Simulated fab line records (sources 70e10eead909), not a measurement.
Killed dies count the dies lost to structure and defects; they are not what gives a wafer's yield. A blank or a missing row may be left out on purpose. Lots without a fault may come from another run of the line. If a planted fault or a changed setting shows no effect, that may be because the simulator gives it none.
Chamber matching / flow nand-harc / NHARC_P_STI_STRIP_24 on wet-bench-06: 7 sister chambers
The step strips Si3N4 in H3PO4. 10 wafers are shown with their chamber, then 7 later ones without.

== WAFERS WITH THEIR CHAMBER ==
wafer=L217.1; chamber=3; temp-c (C)=159.91
wafer=L221.5; chamber=1; temp-c (C)=159.91
wafer=L221.6; chamber=6; temp-c (C)=159.99
wafer=L222.1; chamber=7; temp-c (C)=159.89
wafer=L222.4; chamber=4; temp-c (C)=160.25
wafer=L222.6; chamber=0; temp-c (C)=160.02
wafer=L229.1; chamber=2; temp-c (C)=160.05
wafer=L229.4; chamber=7; temp-c (C)=159.91
wafer=L229.5; chamber=6; temp-c (C)=159.67
wafer=L232.1; chamber=1; temp-c (C)=160.08

== WAFERS MISSING THEIR CHAMBER ==
wafer=L232.2; temp-c (C)=160.20
wafer=L232.6; temp-c (C)=159.88
wafer=L237.4; temp-c (C)=159.84
wafer=L237.5; temp-c (C)=160.23
wafer=L240.1; temp-c (C)=159.98
wafer=L240.4; temp-c (C)=160.10
wafer=L240.5; temp-c (C)=159.92

== CHAMBER TAKEN BY EACH ==
wafer=L232.2; from the rows above=can't be placed: 4 or 2 or 0 or 1 or 3 or 7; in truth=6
wafer=L232.6; from the rows above=can't be placed: 7 or 3 or 6 or 1 or 0 or 2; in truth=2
wafer=L237.4; from the rows above=can't be placed: 6 or 7 or 3 or 1 or 0 or 2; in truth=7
wafer=L237.5; from the rows above=can't be placed: 4 or 2 or 0 or 1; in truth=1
wafer=L240.1; from the rows above=can't be placed: 1 or 0 or 3 or 2 or 7 or 6 or 4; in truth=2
wafer=L240.4; from the rows above=can't be placed: 2 or 0 or 1 or 4 or 3 or 7 or 6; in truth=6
wafer=L240.5; from the rows above=can't be placed: 3 or 7 or 1 or 6 or 0 or 2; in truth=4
0 of 7 placed correctly. Not placeable from these rows: 7 (in 5, the candidates include the true chamber). 0 placed wrongly.
How it was worked out, from the rows above alone: a wafer's distance from a chamber is the root of the sum, over the readings, of the square of ((its reading less the chamber's mean) divided by the reading's scatter). If the next closest chamber is less than 2 further off than the closest, the wafer can't be placed; otherwise it belongs to the closest. Each chamber's mean is taken over the wafers shown for it. The scatter: take each reading less its chamber's mean, square it, sum over the shown wafers, divide by the number of wafers less the number of chambers, and take the root.
